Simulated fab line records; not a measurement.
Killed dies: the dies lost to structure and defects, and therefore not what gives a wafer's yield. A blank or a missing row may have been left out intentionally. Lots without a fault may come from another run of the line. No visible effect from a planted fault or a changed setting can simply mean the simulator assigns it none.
Comparing a struck lot with a sound one / flow nand-harc / 13 out of 1302 route steps
Sound: these wafers, L891.2, L891.4, L891.6. Struck: wafers L886.2, L886.5. (L886.6 of the same lot was not struck and is left out.) The cause comes at the end.
Each step with rows lists, per side, the tool, then ch with its chambers, then its first start. Under that, the readings that differ: sound wafers / struck wafers / difference of the means / sigmas: that difference in standard deviations of wafers without a fault.
alike: words and numbers the same on both sides, and readings whose means are apart by under 2 such deviations; not compared: readings that were withheld, readings missing a value for some wafer, numbers with overlapping values and no deviation given by the record, and bounds like >300 which may hide the same value.
A row with sigmas, a row that says differs or no value, or rows on one side alone: a step with any of these is where the two part. When numbers do not overlap yet have no deviation, they are printed without sigmas and do not part them. Lack of a reading on every wafer of one side parts them only where that side has two or more wafers.

first, 3 steps without rows for these wafers: NHARC_A_STAIRCASE_PEB_07 (peb time 130 s); NHARC_A_STAIRCASE_DEVELOP_08 (time 140 s); NHARC_A_STAIRCASE_HARDBAKE_10 (time 140 s).
NHARC_A_STAIRCASE_DESCUM_11: chemistry O2, time 3 s.
  sound on rie-diel-11 ch 0,2, day 22 12:02; struck on rie-diel-11 ch 1,3, day 19 23:34
reading=drypump-motor-current-A (A); sound=6.1 6.1 6.1; struck=5.1 5.5; difference=-0.8; sigmas=-2
reading=throttle-valve-pct (%); sound=11.315 11.319 11.322; struck=11.305 11.288; difference=-0.022; sigmas=-2
  alike: oes-product-au, rf-vpp-V, showerhead-plenum-p-Torr
  not compared: rf-hours-counter-h
NHARC_A_STAIRCASE_TRIM_12: chemistry O2, time 211.2 s.
  sound on rie-diel-11 ch 0,2,3, day 22 12:14; struck on rie-diel-11 ch 0,2, day 19 23:41
reading=throttle-valve-pct (%); sound=17.027 17.036 17.025; struck=17.056 17.049; difference=+0.023; sigmas=+2
  alike: drypump-motor-current-A, oes-product-au, rf-vpp-V, showerhead-plenum-p-Torr
  not compared: rf-hours-counter-h
NHARC_A_STAIRCASE_ETCH_13: etches the open film in C4F8/O2, target depth 100 nm, time 40.5 s.
  sound on rie-diel-11 ch 2,3; struck on rie-diel-11 ch 1,3
reading=oes-product-au (a.u.); sound=0.921 0.924 0.921; struck=0.952 0.952; difference=+0.030; sigmas=+2
  alike: rf-vpp-V, run-length-s
  not compared: rf-hours-counter-h
then, 2 steps without rows for these wafers: NHARC_A_STAIRCASE_TRIM_14 (chemistry O2, time 211.2 s); NHARC_A_STAIRCASE_ETCH_15 (etches the open film in C4F8/O2, target depth 100 nm, time 40.5 s).
NHARC_A_STAIRCASE_TRIM_16: chemistry O2, time 211.2 s.
  sound on rie-diel-11 ch 0,1,3; struck on rie-diel-11 ch 0,1
  alike: drypump-motor-current-A, oes-product-au, rf-vpp-V, showerhead-plenum-p-Torr, throttle-valve-pct
  not compared: rf-hours-counter-h
then, 1 step without rows for these wafers: NHARC_A_STAIRCASE_ETCH_17 (etches the open film in C4F8/O2, target depth 100 nm, time 40.5 s).
NHARC_A_STAIRCASE_TRIM_18: chemistry O2, time 211.2 s.
  sound on rie-diel-11 ch 0,3; struck on rie-diel-11 ch 2
  alike: drypump-motor-current-A, oes-product-au, rf-vpp-V, showerhead-plenum-p-Torr, throttle-valve-pct
  not compared: rf-hours-counter-h
NHARC_A_STAIRCASE_ETCH_19: etches the open film in C4F8/O2, target depth 100 nm, time 40.5 s.
  sound on rie-diel-11 ch 2,3, day 22 13:56; struck on rie-diel-11 ch 0,2, day 20 00:30
reading=rf-vpp-V (V); sound=892 890 890; struck=907 895; difference=+10; sigmas=+2
reading=run-length-s (s); sound=60.9 61.1 61.2; struck=58.5 58.3; difference=-2.7; sigmas=-6
  alike: oes-product-au
  not compared: rf-hours-counter-h
-- record jumps: 10 days between struck wafers' starts before vs after; left off in module A_STAIRCASE, resumes in module END, first step shown is number 1302 of the route --
NHARC_END_SORT_01:
  only the struck wafers appear in the record here, on prober-02 ch 0 at day 29 13:06; the sound ones have no rows

== WHERE THEY PART ==
Earliest at NHARC_A_STAIRCASE_DESCUM_11; latest, in this record, at NHARC_END_SORT_01.

WHY: whatever the simulator had introduced
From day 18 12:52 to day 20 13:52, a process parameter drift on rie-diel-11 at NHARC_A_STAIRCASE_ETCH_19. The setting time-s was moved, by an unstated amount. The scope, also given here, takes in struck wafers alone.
